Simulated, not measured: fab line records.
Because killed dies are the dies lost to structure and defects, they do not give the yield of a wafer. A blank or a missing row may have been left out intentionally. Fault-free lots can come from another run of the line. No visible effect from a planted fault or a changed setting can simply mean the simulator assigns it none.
Matching of chambers / flow nand harc / NHARC_A_CHANNEL_HOLE_D1_DEP_01 on pecvd-04: 3 sister chambers
The step deposits SiON, target thk 140 nm. 6 wafers are shown with their chamber, then 9 later ones without.

== EACH WAFER AND ITS CHAMBER ==
wafer=L074.1; chamber=1; heater power w (W)=806; susceptor temp C (C)=399.71
wafer=L074.5; chamber=1; heater power w (W)=818; susceptor temp C (C)=399.76
wafer=L089.2; chamber=2; heater power w (W)=684; susceptor temp C (C)=399.96
wafer=L092.1; chamber=0; heater power w (W)=737; susceptor temp C (C)=399.89
wafer=L092.3; chamber=2; heater power w (W)=664; susceptor temp C (C)=400.42
wafer=L092.4; chamber=0; heater power w (W)=741; susceptor temp C (C)=399.69

== WAFERS WITH NO CHAMBER GIVEN ==
wafer=L096.2; heater power w (W)=982; susceptor temp C (C)=399.90
wafer=L096.4; heater power w (W)=706; susceptor temp C (C)=400.24
wafer=L096.5; heater power w (W)=652; susceptor temp C (C)=400.13
wafer=L094.2; heater power w (W)=818; susceptor temp C (C)=400.11
wafer=L094.3; heater power w (W)=687; susceptor temp C (C)=399.93
wafer=L094.5; heater power w (W)=685; susceptor temp C (C)=399.83
wafer=L094.1; heater power w (W)=778; susceptor temp C (C)=400.22
wafer=L094.4; heater power w (W)=790; susceptor temp C (C)=399.84
wafer=L094.6; heater power w (W)=833; susceptor temp C (C)=400.45

== WHICH CHAMBER EACH WENT THROUGH ==
wafer=L096.2; from the rows above=1; in truth=1
wafer=L096.4; from the rows above=can't be placed: 2 or 0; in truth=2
wafer=L096.5; from the rows above=2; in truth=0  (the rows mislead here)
wafer=L094.2; from the rows above=1; in truth=1
wafer=L094.3; from the rows above=2; in truth=2
wafer=L094.5; from the rows above=2; in truth=2
wafer=L094.1; from the rows above=can't be placed: 1 or 0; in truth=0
wafer=L094.4; from the rows above=1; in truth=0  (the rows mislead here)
wafer=L094.6; from the rows above=1; in truth=1
Correct placement for 5 of the 9. Not placeable from these rows: 2 (in 2, the candidates include the true chamber). 2 placed wrongly.
How it was worked out, from the rows above alone: a wafer's distance from a chamber is the root of the sum, over the readings, of the square of ((its reading less the chamber's mean) divided by the reading's scatter). If the next closest chamber is less than 2 further off than the closest, the wafer can't be placed; otherwise it belongs to the closest. A chamber's mean is the mean of its shown wafers. The scatter: the root of (the sum of the squares of (reading less its chamber's mean) over the shown wafers, divided by (wafers less chambers)).
